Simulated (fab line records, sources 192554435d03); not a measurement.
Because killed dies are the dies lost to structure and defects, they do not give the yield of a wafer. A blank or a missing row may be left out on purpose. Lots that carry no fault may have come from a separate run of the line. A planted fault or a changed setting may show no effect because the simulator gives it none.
Chamber matching ; flow n5Finfet ; N5_BEOL_M3_CO_CAP_55 on cvdCo-01 has 3 sister chambers
The step material Co, precursor CCTBA/H2, target thk 2 nm, time 102.1 s. 6 wafers are shown with their chamber, then 11 later ones without.

== EACH WAFER AND ITS CHAMBER ==
wafer;chamber;heaterPowerW (W)
L084.4;0;237
L088.5;1;275
L092.1;2;242
L092.3;0;234
L092.6;1;275
L093.2;2;243

== WAFERS WITHOUT THEIR CHAMBER ==
wafer;heaterPowerW (W)
L093.4;243
L093.6;263
L094.1;266
L094.2;232
L094.6;240
L096.1;251
L096.2;269
L096.6;236
L097.1;247
L097.3;271
L097.5;234

== WHICH CHAMBER EACH WENT THROUGH ==
wafer;from the rows above;in truth
L093.4;2;2
L093.6;1;1
L094.1;1;1
L094.2;0;0
L094.6;can't be placed: 2 or 0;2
L096.1;2;2
L096.2;1;1
L096.6;0;0
L097.1;2;2
L097.3;1;1
L097.5;0;0
Correctly placed: 10 of 11. From these rows, 1 cannot be placed; in 1 the true chamber is one of the candidates. Wrongly placed: 0.
How it was worked out, from the rows above alone: a wafer's distance from a chamber is the root of the sum, over the readings, of the square of ((its reading less the chamber's mean) divided by the reading's scatter). The wafer belongs to the nearest chamber; if the next one is less than 2 further off, it can't be placed. For every chamber, the mean is computed from those of its wafers that are shown. The scatter: the root of (the sum of the squares of (reading less its chamber's mean) over the shown wafers, divided by (wafers less chambers)).
